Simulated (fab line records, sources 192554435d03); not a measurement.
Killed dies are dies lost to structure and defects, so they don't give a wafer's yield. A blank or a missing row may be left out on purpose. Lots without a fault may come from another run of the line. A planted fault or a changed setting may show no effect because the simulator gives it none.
A struck lot beside a sound one | flow n5_finfet | 27 steps out of a route of 1938
Sound: wafers L836.2, L836.5, L836.6. Struck: wafer L833.2. (L833.1, L833.3 of the same lot were not struck and are left out.) The cause comes at the end.
At each step with rows: each side's tool, then ch and its chambers, then its first start. Under that, the readings that differ: sound wafers | struck wafers | difference of the means | sigmas: that difference in standard deviations of wafers without a fault.
alike: readings whose means differ by less than 2 such deviations, and words and numbers that are the same on both sides. not compared: withheld readings, readings that some wafer has no value for, bounds like >300 that may hide the same value, and numbers for which the record gives no deviation and whose values overlap.
The two part at a step that has a row with sigmas, a row that says differs or no value, or rows on one side only. Numbers that don't overlap but have no deviation are shown without sigmas and don't part them. A reading that every wafer of one side lacks parts them only if that side has two wafers or more.

first, 3 steps without rows for these wafers: N5_BEOL_M0_WET_ETCH_106 (etches SiO2 in DHF, target depth 130 nm, rinse time 30 s); N5_BEOL_M0_ETCH_128 (etches SiCN in CF4/N2, target depth 12 nm, overetch 5.1 nm, time 21.4 s); N5_BEOL_M0_TRENCH_ETCH_107 (etches SiOC in C4F6/O2, target depth 32.8 nm, time 16.4 s).
N5_BEOL_M0_STRIP_142: strips in N2/H2, time 10 s.
  sound on rie_diel-04 ch 0,2,3, day 11 03:40; struck on rie_diel-04 ch 0, day 10 08:28
  alike: drypump_motor_current_A, oes_product_au, rf_vpp_V, showerhead_plenum_p_Torr, throttle_valve_pct
  not compared: rf_hours_counter_h
N5_BEOL_M0_OCD_MEAS_108:
  sound on ocd-02, day 11 03:45; struck on ocd-02, day 10 08:33
  alike: trench_depth_nm
then, 6 steps without rows for these wafers: N5_BEOL_M0_HM_STRIP_129 (strips TiN in peroxide tin strip, target depth 17 nm, time 108 s); N5_BEOL_M0_SRD_130 (time 30 s); N5_BEOL_M0_ETCH_109 (etches SiCN in CH3F/O2, target depth 8 nm, overetch 2.4 nm, time 27.4 s); N5_BEOL_M0_STRIP_139 (strips in post etch residue remover, time 60 s); N5_BEOL_M0_SRD_111 (time 30 s); N5_BEOL_M0_DEGAS_112 (time 60 s).
N5_BEOL_M0_PRE_CLEAN_113: time 30 s.
  sound on pvd_sputter-03, day 11 04:29; struck on pvd_sputter-03, day 10 09:19
  alike: heater_power_w
N5_BEOL_M0_ALD_136: deposits TaN, pulse time 2 s, purge time 3 s, co reactant purge time 2 s.
  sound on ald_metal-02 ch 1,2,3, day 11 04:38; struck on ald_metal-03 ch 3, day 10 09:32
  reading                              | sound               | struck | difference | sigmas
  ald_cycles                           | 30 30 30            | 37     | +7         |
  precursor_vessel_carrier_sccm (sccm) | 1000.7 1000.0 998.4 | 993.3  | -6.4       | -2
  alike: heater_power_w
  not compared: model.TaN_of_BEOL_M0_ALD_136.thk_nm
then, 3 steps without rows for these wafers: N5_BEOL_M0_SURFACE_TREAT_137; N5_BEOL_M0_CVD_115 (deposits Co from CCTBA/H2, time 120 s); N5_BEOL_M0_SPUTTER_116 (material Cu, target thk 4 nm, time 7.37 s).
N5_BEOL_M0_ANNEAL_117: time 60 s.
  sound on pvd_sputter-01, day 11 05:26; struck on pvd_sputter-03, day 10 11:43
  alike: heater_power_w
N5_BEOL_M0_SPUTTER_132: material Cu, target thk 4 nm, time 7.37 s.
  sound on pvd_sputter-01, day 11 05:29; struck on pvd_sputter-03, day 10 11:45
  alike: throttle_valve_pct
N5_BEOL_M0_ANNEAL_133: time 60 s.
  sound on pvd_sputter-01, day 11 05:34; struck on pvd_sputter-03, day 10 11:50
  alike: heater_power_w
then, 5 steps without rows for these wafers: N5_BEOL_M0_SPUTTER_134 (material Cu, target thk 4 nm, time 7.37 s); N5_BEOL_M0_ANNEAL_135 (time 60 s); N5_BEOL_M0_SPUTTER_141 (material Cu, target thk 4 nm, time 7.37 s); N5_BEOL_M0_ECD_118 (material Cu, target thk 300 nm); N5_BEOL_M0_ANNEAL_119 (time 90 s).
N5_BEOL_M0_CMP_120: polishes, stops on SiOC, t overpolish 6.9 s.
  sound on cmp-03 ch 1,2, day 11 06:43; struck on cmp-04 ch 3, day 10 12:29
  reading                      | sound          | struck | difference | sigmas
  barrier_field_endpoint_s (s) | 3.83 3.69 3.57 | 4.13   | +0.43      | +4
  alike: motor_current_A, slurry_flow_ml_min
-- the record jumps here: 2 days lie between the struck wafers' starts before and after (it left off in module BEOL_M0 and takes up again in module BEOL_M4, whose first step shown is number 1111 of the route) --
N5_BEOL_M4_RC_MEAS_101:
  sound on prober-02 ch 0, day 13 22:26; struck on prober-01 ch 0, day 12 22:49
  alike: DIBL_N, DIBL_P, IOFF_N, IOFF_P, ION_N, ION_P, SS_N, SS_P, VT_N, VT_P
-- the record jumps here: 4 days lie between the struck wafers' starts before and after (it left off in module BEOL_M4 and takes up again in module PASSIVATION, whose first step shown is number 1936 of the route) --
N5_PASSIVATION_PROBE_49:
  sound on prober-02, day 18 09:31; struck on prober-01, day 17 09:58
  alike: defect_limited_yield, killed_at_M0_to_M3, killed_at_M4_up, killed_at_contacts, killed_at_front_end, killed_at_other, killed_dies, killed_open, killed_short, sort_bin_5_function, sort_bin_6_memory, sort_n_pass, sort_yield_pct

WHERE THEY PART
First at N5_BEOL_M0_ALD_136; last, within this record, at N5_BEOL_M0_CMP_120. Later steps at which nothing parts them and some readings are alike: N5_BEOL_M4_RC_MEAS_101, N5_PASSIVATION_PROBE_49.

WHY: what the simulator had put in
Process parameter drift: ald_metal-03, from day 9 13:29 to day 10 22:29, at N5_BEOL_M0_ALD_136. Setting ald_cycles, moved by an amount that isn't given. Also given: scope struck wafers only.
